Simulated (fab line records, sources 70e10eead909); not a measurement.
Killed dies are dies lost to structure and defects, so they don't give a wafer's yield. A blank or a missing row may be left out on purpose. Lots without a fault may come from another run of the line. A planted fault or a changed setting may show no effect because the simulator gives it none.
Chamber matching | flow nand_harc | NHARC_A_STAIRCASE_DEP_471 on pecvd-02: 3 sister chambers
The step deposits SiO2, target thk 100 nm. 3 wafers are shown with their chamber, then 7 later ones without.

WAFERS WITH THEIR CHAMBER
wafer  | chamber | flow_sccm (sccm)
L083.4 | 0       | 2663
L092.4 | 1       | 2639
L092.5 | 2       | 2651

WAFERS WITHOUT THEIR CHAMBER
wafer  | flow_sccm (sccm)
L092.6 | 2656
L094.1 | 2647
L094.2 | 2640
L094.3 | 2650
L097.2 | 2646
L097.3 | 2641
L097.6 | 2649

WHICH CHAMBER EACH WENT THROUGH
wafer  | from the rows above     | in truth
L092.6 | can't be placed: 2 or 0 | 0
L094.1 | can't be placed: 2 or 1 | 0
L094.2 | 1                       | 1
L094.3 | 2                       | 2
L097.2 | can't be placed: 2 or 1 | 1
L097.3 | 1                       | 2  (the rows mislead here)
L097.6 | 2                       | 2
Placed correctly: 3 of 7. Can't be placed from these rows: 3 (the true chamber is among the candidates in 2). Placed wrongly: 1.
How it was worked out, from the rows above alone: a wafer's distance from a chamber is the root of the sum, over the readings, of the square of ((its reading less the chamber's mean) divided by the reading's scatter). The wafer belongs to the nearest chamber; if the next one is less than 2 further off, it can't be placed. A chamber's mean is the mean of its shown wafers. The scatter: with one shown wafer a chamber, the root of the mean of the squares of how far each hidden wafer lies from its nearest shown one.
